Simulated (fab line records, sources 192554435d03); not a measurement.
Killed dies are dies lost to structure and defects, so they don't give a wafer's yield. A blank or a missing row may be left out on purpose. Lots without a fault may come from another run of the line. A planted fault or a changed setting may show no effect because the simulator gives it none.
Which tool did it? | flow n5_finfet | 14 lots, 41 wafers sampled, at 8 steps of a route of 1938

WHAT THE GAUGES READ, wafer by wafer
N5_MOL_CONTACT_COAG_INSPECT_97: inspects for defects (darkfield). Usual: raw_defect_count 39, standard deviation 14.
lot  | measured     | on                | raw_defect_count | flag
L403 | day 5 18:10  | defect_inspect-02 | 32 62 27         |
L404 | day 5 22:20  | defect_inspect-02 | 26 47 40         |
L405 | day 6 01:41  | defect_inspect-02 | 44 20 29         |
L406 | day 6 07:49  | defect_inspect-02 | 26 42 32         |
L409 | day 7 05:56  | defect_inspect-02 | 28 34 36         |
L410 | day 7 08:54  | defect_inspect-02 | 42 34 26         |
L415 | day 8 17:11  | defect_inspect-02 | 22 28            |
L417 | day 9 06:04  | defect_inspect-02 | 42 32 45         |
L418 | day 9 11:08  | defect_inspect-01 | 37 30 45         |
L419 | day 9 14:09  | defect_inspect-01 | 62 77 55         |
L420 | day 9 17:11  | defect_inspect-02 | 42 40 23         |
L421 | day 9 23:28  | defect_inspect-02 | 69 45 50         |
L422 | day 10 17:13 | defect_inspect-02 | 40 98 44         |
L424 | day 10 23:29 | defect_inspect-02 | 43 48 49         |

N5_BEOL_M0_SAQP_CD_MEAS_25: target cd 13.1 nm. Usual: cd_nm 12.81 nm, standard deviation 0.24.
lot  | measured     | on        | cd_nm (nm)        | flag
L403 | day 5 22:04  | cd_sem-01 | 12.90 12.79 13.02 |
L404 | day 6 02:47  | cd_sem-01 | 12.73 12.41 12.28 |
L405 | day 6 05:16  | cd_sem-01 | 12.93 12.48 12.75 |
L406 | day 6 13:07  | cd_sem-01 | 12.72 12.38 12.62 |
L409 | day 7 09:18  | cd_sem-03 | - - -             | OFF
L410 | day 7 11:44  | cd_sem-03 | - - -             | OFF
L415 | day 8 20:36  | cd_sem-03 | 12.77 12.97       |
L417 | day 9 09:40  | cd_sem-03 | 12.66 13.12 12.99 |
L418 | day 9 15:56  | cd_sem-01 | 12.87 12.69 13.01 |
L419 | day 9 18:29  | cd_sem-01 | 13.03 12.99 13.11 |
L420 | day 9 21:09  | cd_sem-03 | 12.69 12.83 13.10 |
L421 | day 10 04:19 | cd_sem-03 | 13.09 12.53 12.92 |
L422 | day 10 20:56 | cd_sem-02 | 13.01 12.64 13.26 |
L424 | day 11 02:52 | cd_sem-03 | 12.64 12.92 13.24 |

N5_BEOL_M4_RC_MEAS_101. Usual: DIBL_N 35.8 mV/V, standard deviation 1.5; DIBL_P 35.9 mV/V, standard deviation 1.8; IOFF_N 0.152 nA/um, standard deviation 0.025; IOFF_P 0.21 nA/um, standard deviation 0.031; ION_N 672 uA/um, standard deviation 11; ION_P 462 uA/um, standard deviation 7.4; SS_N 71.5 mV/dec, standard deviation 0.52; SS_P 73.2 mV/dec, standard deviation 0.54; VT_N 250 mV, standard deviation 3; VT_P -250 mV, standard deviation 3.3.
lot  | measured     | on        | DIBL_N (mV/V)  | DIBL_P (mV/V)  | IOFF_N (nA/um)    | IOFF_P (nA/um) | ION_N (uA/um) | ION_P (uA/um) | SS_N (mV/dec)  | SS_P (mV/dec)  | VT_N (mV)   | VT_P (mV)      | flag
L403 | day 7 22:11  | prober-01 | 35.7 38.0 37.1 | 36.5 38.4 37.1 | 0.146 0.192 0.176 | 0.19 0.21 0.20 | 670 672 682   | 454 457 455   | 72.9 73.0 72.7 | 72.9 73.7 73.0 | 251 250 251 | -253 -249 -249 |
L404 | day 8 10:56  | prober-02 | 37.5 38.5 35.5 | 36.4 38.3 34.8 | 0.161 0.195 0.131 | 0.23 0.27 0.20 | 675 690 665   | 467 474 465   | 71.4 72.0 71.7 | 73.3 73.9 73.3 | 249 244 251 | -247 -245 -248 |
L405 | day 8 10:41  | prober-01 | 34.4 37.0 36.8 | 31.2 34.5 34.3 | 0.096 0.137 0.137 | 0.13 0.18 0.18 | 655 672 669   | 449 458 458   | 70.5 71.1 71.2 | 72.3 73.2 73.1 | 261 253 251 | -260 -254 -255 |
L406 | day 9 07:46  | prober-01 | 33.9 34.9 34.1 | 34.8 35.9 35.4 | 0.122 0.143 0.125 | 0.16 0.17 0.16 | 670 674 665   | 457 452 459   | 70.9 70.7 71.5 | 72.9 73.0 72.6 | 250 251 251 | -254 -252 -256 |
L415 | day 11 04:14 | prober-02 | 34.0 33.8      | 33.2 33.3      | 0.117 0.122       | 0.17 0.18      | 659 655       | 461 455       | 71.1 70.5      | 73.0 72.8      | 251 252     | -252 -252      |
L417 | day 11 21:38 | prober-02 | 35.2 38.9 35.4 | 36.2 40.1 35.7 | 0.142 0.205 0.134 | 0.20 0.27 0.20 | 675 687 658   | 461 475 456   | 71.5 72.3 71.5 | 73.4 74.0 72.7 | 250 245 250 | -252 -247 -251 |
L418 | day 11 23:43 | prober-01 | 37.7 36.0 36.5 | 38.6 35.8 38.0 | 0.218 0.172 0.196 | 0.29 0.23 0.28 | 700 676 706   | 484 465 489   | 72.0 71.6 72.4 | 74.3 72.8 73.7 | 244 245 245 | -243 -248 -243 |
L419 | day 12 20:54 | prober-01 | 34.6 36.3 35.0 | 35.8 37.8 36.7 | 0.160 0.185 0.175 | 0.20 0.24 0.22 | 672 692 701   | 456 470 472   | 71.6 71.3 71.0 | 73.2 73.8 73.5 | 247 245 246 | -250 -250 -250 |
L420 | day 12 07:54 | prober-02 | 35.5 34.3 34.1 | 37.1 37.2 36.0 | 0.182 0.175 0.154 | 0.24 0.24 0.21 | 682 694 675   | 460 471 460   | 71.9 71.1 71.2 | 73.3 72.5 72.7 | 247 245 250 | -247 -250 -248 |
L421 | day 12 21:50 | prober-02 | 36.3 36.0 35.3 | 38.6 39.4 37.1 | 0.179 0.177 0.159 | 0.24 0.26 0.22 | 677 689 683   | 463 477 462   | 71.6 71.5 71.4 | 73.8 73.7 73.4 | 247 248 251 | -249 -248 -249 |
L422 | day 13 01:29 | prober-01 | 34.0 33.5 34.8 | 34.4 34.2 36.0 | 0.141 0.127 0.159 | 0.21 0.20 0.24 | 664 648 689   | 463 457 473   | 72.0 70.8 71.4 | 73.1 72.4 73.4 | 252 253 249 | -247 -247 -246 |
L424 | day 13 15:20 | prober-01 | 36.0 35.9 35.4 | 35.4 35.9 35.1 | 0.146 0.154 0.144 | 0.22 0.23 0.21 | 676 678 693   | 467 466 468   | 71.5 71.8 71.3 | 73.1 73.0 72.4 | 251 246 251 | -249 -248 -248 |

WHICH TOOL RAN EACH LOT (tool, then ch and the chambers of the sampled wafers, then the start)
lot  | N5_MOL_CONTACT_COAG_ETCH_48        | N5_BEOL_M0_SAQP_PECVD_97       | N5_BEOL_M0_SAQP_ETCH_83            | N5_BEOL_M0_SAQP_ETCH_84            | N5_BEOL_M0_SAQP_MANDREL_ETCH_20
L403 | rie_diel-02 ch 1,2, day 5 14:05    | pecvd-02 ch 0,2, day 5 19:24   | rie_diel-01 ch 0,2,3, day 5 20:04  | rie_diel-01 ch 0,2,3, day 5 20:07  | rie_si-01 ch 0,2,3, day 5 20:19
L404 | rie_diel-04 ch 0,1,3, day 5 18:13  | pecvd-03 ch 0,1,2, day 6 00:13 | rie_diel-01 ch 2,3, day 6 01:15    | rie_diel-01 ch 2,3, day 6 01:18    | rie_si-06 ch 0,1,2, day 6 01:29
L405 | rie_diel-03 ch 1,2,3, day 5 21:26  | pecvd-04 ch 0,1, day 6 03:01   | rie_diel-01 ch 0,1,2, day 6 03:45  | rie_diel-01 ch 0,1,2, day 6 03:48  | rie_si-05 ch 0,1,2, day 6 03:59
L406 | rie_diel-02 ch 0,2,3, day 6 03:41  | pecvd-04 ch 0,1, day 6 10:38   | rie_diel-01 ch 1,2,3, day 6 11:34  | rie_diel-01 ch 1,2,3, day 6 11:37  | rie_si-01 ch 0,2, day 6 11:49
L409 | rie_diel-03 ch 0,3, day 7 01:47    | pecvd-03 ch 0,2, day 7 06:50   | rie_diel-06 ch 0,3, day 7 07:38    | rie_diel-06 ch 0,3, day 7 07:44    | rie_si-06 ch 1,2, day 7 07:58
L410 | rie_diel-03 ch 0,1,2, day 7 03:20  | pecvd-02 ch 0,1,2, day 7 09:31 | rie_diel-01 ch 0,1,2, day 7 10:08  | rie_diel-01 ch 0,1,2, day 7 10:11  | rie_si-06 ch 0,1,2, day 7 10:22
L415 | rie_diel-02 ch 0,3, day 8 12:59    | pecvd-03 ch 0,2, day 8 18:28   | rie_diel-01 ch 2,3, day 8 19:04    | rie_diel-01 ch 2,3, day 8 19:07    | rie_si-05 ch 1,3, day 8 19:19
L417 | rie_diel-02 ch 0,2,3, day 9 01:49  | pecvd-04 ch 0,1,2, day 9 07:13 | rie_diel-01 ch 0,2,3, day 9 07:59  | rie_diel-01 ch 0,2,3, day 9 08:02  | rie_si-01 ch 0,1,3, day 9 08:13
L418 | rie_diel-03 ch 0,1,3, day 9 07:03  | pecvd-04 ch 0,1,2, day 9 13:07 | rie_diel-06 ch 0,1,3, day 9 14:00  | rie_diel-06 ch 0,1,3, day 9 14:03  | rie_si-05 ch 0,1,2, day 9 14:14
L419 | rie_diel-02 ch 0,1,3, day 9 09:46  | pecvd-03 ch 1,2, day 9 16:11   | rie_diel-01 ch 0,1, day 9 16:58    | rie_diel-01 ch 0,1, day 9 17:01    | rie_si-01 ch 0,1,3, day 9 17:12
L420 | rie_diel-04 ch 1,2,3, day 9 12:50  | pecvd-03 ch 0,1,2, day 9 19:01 | rie_diel-01 ch 0,1,2, day 9 19:36  | rie_diel-01 ch 0,1,2, day 9 19:39  | rie_si-06 ch 0,1, day 9 19:51
L421 | rie_diel-03 ch 0,3, day 9 19:23    | pecvd-04 ch 0,1, day 10 01:47  | rie_diel-01 ch 0,1,3, day 10 02:46 | rie_diel-01 ch 0,1,3, day 10 02:49 | rie_si-01 ch 0,1, day 10 03:01
L422 | rie_diel-02 ch 0,1,2, day 10 12:35 | pecvd-02 ch 0,2, day 10 18:28  | rie_diel-01 ch 0,2, day 10 19:04   | rie_diel-01 ch 0,2, day 10 19:07   | rie_si-06 ch 0,1,2, day 10 19:19
L424 | rie_diel-02 ch 1,3, day 10 19:24   | pecvd-03 ch 1,2, day 11 00:36  | rie_diel-01 ch 0,3, day 11 01:20   | rie_diel-01 ch 0,3, day 11 01:23   | rie_si-06 ch 0,2,3, day 11 01:35
- N5_MOL_CONTACT_COAG_ETCH_48: etches SiOC in C4F6/O2, target depth 15 nm, overetch 4.5 nm, time 17 s.
- N5_BEOL_M0_SAQP_PECVD_97: deposits SiNx from SiH4/NH3/N2, target thk 23 nm, time 19.9 s.
- N5_BEOL_M0_SAQP_ETCH_83: etches SiARC in CF4, target depth 39 nm, time 65 s.
- N5_BEOL_M0_SAQP_ETCH_84: etches SOC in N2/H2, target depth 100 nm, overetch 20 nm, time 150 s.
- N5_BEOL_M0_SAQP_MANDREL_ETCH_20: etches a-Si in HBr/Cl2, stops on SiNx, target depth 60 nm, bt time 10 s, time 30 s.

WHAT THE TOOLS THEMSELVES READ (means of the sampled wafers that have a number; where no wafer has one, the mark that the record gives instead)
N5_MOL_CONTACT_COAG_ETCH_48. Usual: C4F6_flow_sccm 9.998 sccm, standard deviation 0.028; O2_flow_sccm 10.00 sccm, standard deviation 0.031; drypump_motor_current_A 5.5 A, standard deviation 0.49; oes_f_703_au 0.80 a.u., standard deviation 0.092; oes_product_au 0.66 a.u., standard deviation 0.081; rf_vpp_V 1605 V, standard deviation 26; showerhead_plenum_p_Torr 2.83 Torr, standard deviation 0.1; throttle_valve_pct 40.6 %, standard deviation 0.54.
lot  | tool        | C4F6_flow_sccm (sccm) | O2_flow_sccm (sccm) | drypump_motor_current_A (A) | oes_f_703_au (a.u.) | oes_product_au (a.u.) | rf_vpp_V (V) | showerhead_plenum_p_Torr (Torr) | throttle_valve_pct (%) | flag
L403 | rie_diel-02 | 10.005                | 9.99                | 6.0                         | 0.76                | 0.66                  | 1581         | 2.78                            | 39.8                   |
L404 | rie_diel-04 | 9.988                 | 9.96                | 5.7                         | 0.71                | 0.59                  | 1612         | 2.84                            | 40.8                   |
L405 | rie_diel-03 | 10.015                | 10.02               | 5.5                         | 0.78                | 0.65                  | 1621         | 2.85                            | 40.1                   |
L406 | rie_diel-02 | 9.994                 | 10.02               | 5.2                         | 0.85                | 0.74                  | 1594         | 2.84                            | 40.7                   |
L409 | rie_diel-03 | 10.005                | 10.00               | 5.5                         | 0.81                | 0.66                  | 1595         | 2.91                            | 40.5                   |
L410 | rie_diel-03 | 9.995                 | 10.02               | 5.7                         | 0.82                | 0.70                  | 1639         | 2.78                            | 40.3                   |
L415 | rie_diel-02 | 10.035                | 10.00               | 5.2                         | 0.80                | 0.64                  | 1606         | 2.86                            | 41.0                   |
L417 | rie_diel-02 | 10.007                | 9.95                | 5.2                         | 0.81                | 0.67                  | 1595         | 2.82                            | 40.7                   |
L418 | rie_diel-03 | 9.989                 | 10.00               | 5.5                         | 0.82                | 0.69                  | 1611         | 2.83                            | 40.4                   |
L419 | rie_diel-02 | 9.989                 | 10.02               | 5.6                         | 0.84                | 0.73                  | 1598         | 2.83                            | 40.6                   |
L420 | rie_diel-04 | 10.004                | 9.99                | 5.8                         | 0.84                | 0.73                  | 1602         | 2.83                            | 40.6                   |
L421 | rie_diel-03 | 9.986                 | 9.96                | 5.5                         | 0.79                | 0.63                  | 1593         | 2.89                            | 40.5                   |
L422 | rie_diel-02 | 9.976                 | 10.02               | 5.6                         | 0.81                | 0.67                  | 1580         | 2.74                            | 40.4                   |
L424 | rie_diel-02 | 9.984                 | 9.99                | 5.7                         | 0.87                | 0.73                  | 1611         | 2.93                            | 40.5                   |

N5_BEOL_M0_SAQP_PECVD_97. Usual: heater_power_w 544 W, standard deviation 48; showerhead_plenum_p_Torr 5.14 Torr, standard deviation 0.062; throttle_valve_pct 39.5 %, standard deviation 1.8.
lot  | tool     | heater_power_w (W) | showerhead_plenum_p_Torr (Torr) | throttle_valve_pct (%) | flag
L403 | pecvd-02 | 512                | 5.16                            | 42.9                   |
L404 | pecvd-03 | 577                | 5.17                            | 38.7                   |
L405 | pecvd-04 | 557                | 5.11                            | 38.4                   |
L406 | pecvd-04 | 605                | 5.10                            | 38.6                   |
L409 | pecvd-03 | 527                | 5.12                            | 38.9                   |
L410 | pecvd-02 | 542                | 5.16                            | 41.2                   |
L415 | pecvd-03 | 554                | 5.12                            | 38.9                   |
L417 | pecvd-04 | 502                | 5.08                            | 39.4                   |
L418 | pecvd-04 | 556                | 5.09                            | 39.3                   |
L419 | pecvd-03 | 572                | 5.21                            | 38.4                   |
L420 | pecvd-03 | 546                | 5.17                            | 38.9                   |
L421 | pecvd-04 | 494                | 5.09                            | 38.6                   |
L422 | pecvd-02 | 554                | 5.13                            | 41.5                   |
L424 | pecvd-03 | 566                | 5.16                            | 38.0                   |

N5_BEOL_M0_SAQP_ETCH_83. Usual: bias_w 36.01 W, standard deviation 0.1; cf4_flow_sccm 100.0 sccm, standard deviation 0.3; drypump_motor_current_A 5.7 A, standard deviation 0.31; etch_rf_on_time_s 64.9 s, standard deviation 1.2; oes_product_au 0.65 a.u., standard deviation 0.067; rf_vpp_V 184.5 V, standard deviation 0.96; showerhead_plenum_p_Torr 2.17 Torr, standard deviation 0.043; throttle_valve_pct 15.65 %, standard deviation 0.22.
lot  | tool        | bias_w (W) | cf4_flow_sccm (sccm) | drypump_motor_current_A (A) | etch_rf_on_time_s (s) | oes_product_au (a.u.) | rf_vpp_V (V) | showerhead_plenum_p_Torr (Torr) | throttle_valve_pct (%) | flag
L403 | rie_diel-01 | 35.96      | 99.8                 | 5.7                         | 64.9                  | 0.61                  | 183.7        | 2.18                            | 15.65                  |
L404 | rie_diel-01 | 36.00      | 100.0                | 5.5                         | 63.8                  | 0.62                  | 184.6        | 2.16                            | 15.54                  |
L405 | rie_diel-01 | 36.05      | 100.0                | 5.8                         | 65.2                  | 0.59                  | 184.7        | 2.17                            | 15.85                  |
L406 | rie_diel-01 | 36.05      | 99.7                 | 5.7                         | 64.2                  | 0.62                  | 185.2        | 2.18                            | 15.68                  |
L409 | rie_diel-06 | -          | -                    | -                           | -                     | -                     | -            | -                               | -                      | OFF
L410 | rie_diel-01 | -          | -                    | -                           | -                     | -                     | -            | -                               | -                      | OFF
L415 | rie_diel-01 | 36.05      | 100.0                | 5.5                         | 64.8                  | 0.61                  | 183.9        | 2.17                            | 15.55                  |
L417 | rie_diel-01 | 35.90      | 100.0                | 5.7                         | 64.6                  | 0.66                  | 184.9        | 2.17                            | 15.54                  |
L418 | rie_diel-06 | 35.97      | 100.0                | 5.5                         | 65.8                  | 0.71                  | 183.6        | 2.17                            | 15.53                  |
L419 | rie_diel-01 | 36.02      | 99.8                 | 6.0                         | 65.2                  | 0.65                  | 184.6        | 2.19                            | 15.87                  |
L420 | rie_diel-01 | 36.00      | 100.3                | 5.8                         | 65.3                  | 0.63                  | 184.6        | 2.16                            | 15.74                  |
L421 | rie_diel-01 | 36.11      | 100.2                | 5.9                         | 65.2                  | 0.65                  | 184.5        | 2.19                            | 15.69                  |
L422 | rie_diel-01 | 35.86      | 99.9                 | 5.8                         | 65.8                  | 0.68                  | 185.1        | 2.16                            | 15.58                  |
L424 | rie_diel-01 | 36.03      | 100.1                | 6.0                         | 65.5                  | 0.70                  | 184.6        | 2.19                            | 15.52                  |

N5_BEOL_M0_SAQP_ETCH_84. Usual: bias_w 149.9 W, standard deviation 0.48; chamber_pressure_mTorr 29.998 mTorr, standard deviation 0.027; drypump_motor_current_A 5.7 A, standard deviation 0.31; oes_product_au 0.68 a.u., standard deviation 0.069; rf_vpp_V 525.0 V, standard deviation 1.7; showerhead_plenum_p_Torr 2.59 Torr, standard deviation 0.054; temp_c 40.02 C, standard deviation 0.11; throttle_valve_pct 17.94 %, standard deviation 0.25.
lot  | tool        | bias_w (W) | chamber_pressure_mTorr (mTorr) | drypump_motor_current_A (A) | oes_product_au (a.u.) | rf_vpp_V (V) | showerhead_plenum_p_Torr (Torr) | temp_c (C) | throttle_valve_pct (%) | flag
L403 | rie_diel-01 | 150.1      | 30.002                         | 5.7                         | 0.64                  | 524.9        | 2.59                            | 39.81      | 17.91                  |
L404 | rie_diel-01 | 149.4      | 29.988                         | 5.4                         | 0.64                  | 523.6        | 2.56                            | 40.09      | 17.73                  |
L405 | rie_diel-01 | 150.2      | 29.987                         | 5.8                         | 0.62                  | 524.6        | 2.59                            | 40.11      | 18.16                  |
L406 | rie_diel-01 | 149.7      | 30.000                         | 5.7                         | 0.64                  | 525.1        | 2.60                            | 40.10      | 17.92                  |
L409 | rie_diel-06 | 149.6      | 30.003                         | 5.5                         | 0.31                  | 523.3        | 2.54                            | 39.91      | 17.88                  | OFF
L410 | rie_diel-01 | 150.0      | 30.010                         | 5.8                         | 0.29                  | 525.5        | 2.59                            | 39.93      | 17.97                  | OFF
L415 | rie_diel-01 | 149.4      | 30.022                         | 5.5                         | 0.64                  | 524.8        | 2.57                            | 40.03      | 17.72                  |
L417 | rie_diel-01 | 150.3      | 30.027                         | 5.7                         | 0.69                  | 524.7        | 2.58                            | 40.00      | 17.81                  |
L418 | rie_diel-06 | 150.8      | 29.966                         | 5.5                         | 0.75                  | 524.4        | 2.57                            | 39.99      | 17.76                  |
L419 | rie_diel-01 | 150.2      | 30.001                         | 6.0                         | 0.68                  | 525.7        | 2.62                            | 40.10      | 18.26                  |
L420 | rie_diel-01 | 150.0      | 29.967                         | 5.8                         | 0.67                  | 524.4        | 2.58                            | 40.02      | 18.07                  |
L421 | rie_diel-01 | 149.8      | 29.998                         | 5.9                         | 0.69                  | 525.6        | 2.62                            | 40.15      | 18.00                  |
L422 | rie_diel-01 | 149.9      | 30.006                         | 5.8                         | 0.72                  | 523.6        | 2.57                            | 39.98      | 17.95                  |
L424 | rie_diel-01 | 149.6      | 30.001                         | 6.0                         | 0.73                  | 525.8        | 2.61                            | 40.22      | 17.87                  |

N5_BEOL_M0_SAQP_MANDREL_ETCH_20. Usual: HBr_flow_sccm 150.0 sccm, standard deviation 0.44; bias_w 75.00 W, standard deviation 0.19; drypump_motor_current_A 6.0 A, standard deviation 0.52; oes_product_au 0.778 a.u., standard deviation 0.013; throttle_valve_pct 35.2 %, standard deviation 0.33.
lot  | tool      | HBr_flow_sccm (sccm) | bias_w (W) | drypump_motor_current_A (A) | oes_product_au (a.u.) | throttle_valve_pct (%) | flag
L403 | rie_si-01 | 149.8                | 74.85      | 5.7                         | 0.781                 | 35.1                   |
L404 | rie_si-06 | 149.9                | 74.74      | 6.1                         | 0.782                 | 35.1                   |
L405 | rie_si-05 | 149.7                | 74.82      | 5.8                         | 0.776                 | 35.3                   |
L406 | rie_si-01 | 149.8                | 74.87      | 5.1                         | 0.789                 | 35.3                   |
L409 | rie_si-06 | 150.5                | 74.91      | 6.4                         | 0.326                 | 35.8                   | OFF
L410 | rie_si-06 | 150.1                | 74.94      | 6.1                         | 0.327                 | 35.9                   | OFF
L415 | rie_si-05 | 149.2                | 75.14      | 6.4                         | 0.765                 | 35.5                   |
L417 | rie_si-01 | 149.7                | 75.07      | 6.2                         | 0.771                 | 35.2                   |
L418 | rie_si-05 | 150.5                | 75.09      | 5.8                         | 0.775                 | 35.3                   |
L419 | rie_si-01 | 150.1                | 74.90      | 6.1                         | 0.784                 | 35.2                   |
L420 | rie_si-06 | 149.9                | 75.11      | 6.4                         | 0.780                 | 34.9                   |
L421 | rie_si-01 | 150.6                | 75.13      | 6.1                         | 0.774                 | 35.4                   |
L422 | rie_si-06 | 150.3                | 74.95      | 6.1                         | 0.776                 | 35.0                   |
L424 | rie_si-06 | 150.1                | 75.04      | 6.0                         | 0.773                 | 35.3                   |

THE ANSWER, worked out from the rows above alone
Rule: a lot is off if the mean of its wafers that have a number lies more than 3 standard deviations from the usual mean. A lot without any number at a reading at which 4 lots or more have one is off too. The other lots that the step has rows for count as sound. The gauges are gone through in route order, then the tools' own readings, and for those a lot's mean is taken as printed above. The first step at which some lot is off is used, and at that step the reading that is off furthest; a lot without a number counts as furthest.
Off: L409, L410, at N5_BEOL_M0_SAQP_CD_MEAS_25 (cd_nm). Without a number there: L409, L410.
A tool fits if, at a process step before that reading, it ran every lot that is off, and no sound lot after the first of them. The gauges at N5_BEOL_M0_SAQP_CD_MEAS_25 aren't tried: what is off there is off at N5_BEOL_M0_SAQP_ETCH_83 too, on other tools, and a gauge's error can't cause that. None of those tried fits.

WHAT THE SIMULATOR HAD PUT IN
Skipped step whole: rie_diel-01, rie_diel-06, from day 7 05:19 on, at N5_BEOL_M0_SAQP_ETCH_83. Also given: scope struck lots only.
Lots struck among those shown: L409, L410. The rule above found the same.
